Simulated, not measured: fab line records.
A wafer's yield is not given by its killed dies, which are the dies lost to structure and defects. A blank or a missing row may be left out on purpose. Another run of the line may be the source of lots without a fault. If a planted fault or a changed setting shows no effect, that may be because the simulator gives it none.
Matching of chambers :: flow nand_harc :: NHARC_A_ONON_D1_DEP_33 on pecvd-02: 3 sister chambers
The step deposits SiO2, target thk 200 nm. 6 wafers are shown with their chamber, then 8 later ones without.

## WAFERS WITH THEIR CHAMBER
wafer: L826.5
chamber: 0
throttle_valve_pct (%): 16.6
heater_power_w (W): 378

wafer: L826.6
chamber: 2
throttle_valve_pct (%): 15.7
heater_power_w (W): 576

wafer: L827.1
chamber: 0
throttle_valve_pct (%): 16.4
heater_power_w (W): 500

wafer: L827.2
chamber: 2
throttle_valve_pct (%): 15.4
heater_power_w (W): 584

wafer: L827.4
chamber: 1
throttle_valve_pct (%): 15.8
heater_power_w (W): 500

wafer: L831.4
chamber: 1
throttle_valve_pct (%): 15.6
heater_power_w (W): 603

## WAFERS MISSING THEIR CHAMBER
wafer: L831.5
throttle_valve_pct (%): 15.4
heater_power_w (W): 587

wafer: L831.6
throttle_valve_pct (%): 16.8
heater_power_w (W): 456

wafer: L830.2
throttle_valve_pct (%): 16.9
heater_power_w (W): 468

wafer: L830.4
throttle_valve_pct (%): 16.8
heater_power_w (W): 486

wafer: L830.5
throttle_valve_pct (%): 15.8
heater_power_w (W): 563

wafer: L833.1
throttle_valve_pct (%): 15.7
heater_power_w (W): 572

wafer: L833.2
throttle_valve_pct (%): 16.1
heater_power_w (W): 463

wafer: L833.3
throttle_valve_pct (%): 16.7
heater_power_w (W): 423

## WHICH CHAMBER EACH WENT THROUGH
wafer: L831.5
from the rows above: can't be placed: 2 or 1
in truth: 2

wafer: L831.6
from the rows above: 0
in truth: 0

wafer: L830.2
from the rows above: 0
in truth: 0

wafer: L830.4
from the rows above: 0
in truth: 0

wafer: L830.5
from the rows above: can't be placed: 1 or 2
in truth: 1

wafer: L833.1
from the rows above: can't be placed: 1 or 2
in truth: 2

wafer: L833.2
from the rows above: can't be placed: 0 or 1 or 2
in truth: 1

wafer: L833.3
from the rows above: 0
in truth: 0
Correct placement for 4 of the 8. These rows do not allow placing 4 (true chamber among the candidates in 4). Number placed wrongly: 0.
How it was worked out, from the rows above alone: a wafer's distance from a chamber is the root of the sum, over the readings, of the square of ((its reading less the chamber's mean) divided by the reading's scatter). The wafer belongs to the nearest chamber; if the next one is less than 2 further off, it can't be placed. The mean given for a chamber averages the wafers shown for that chamber. The scatter: the root of (the sum of the squares of (reading less its chamber's mean) over the shown wafers, divided by (wafers less chambers)).
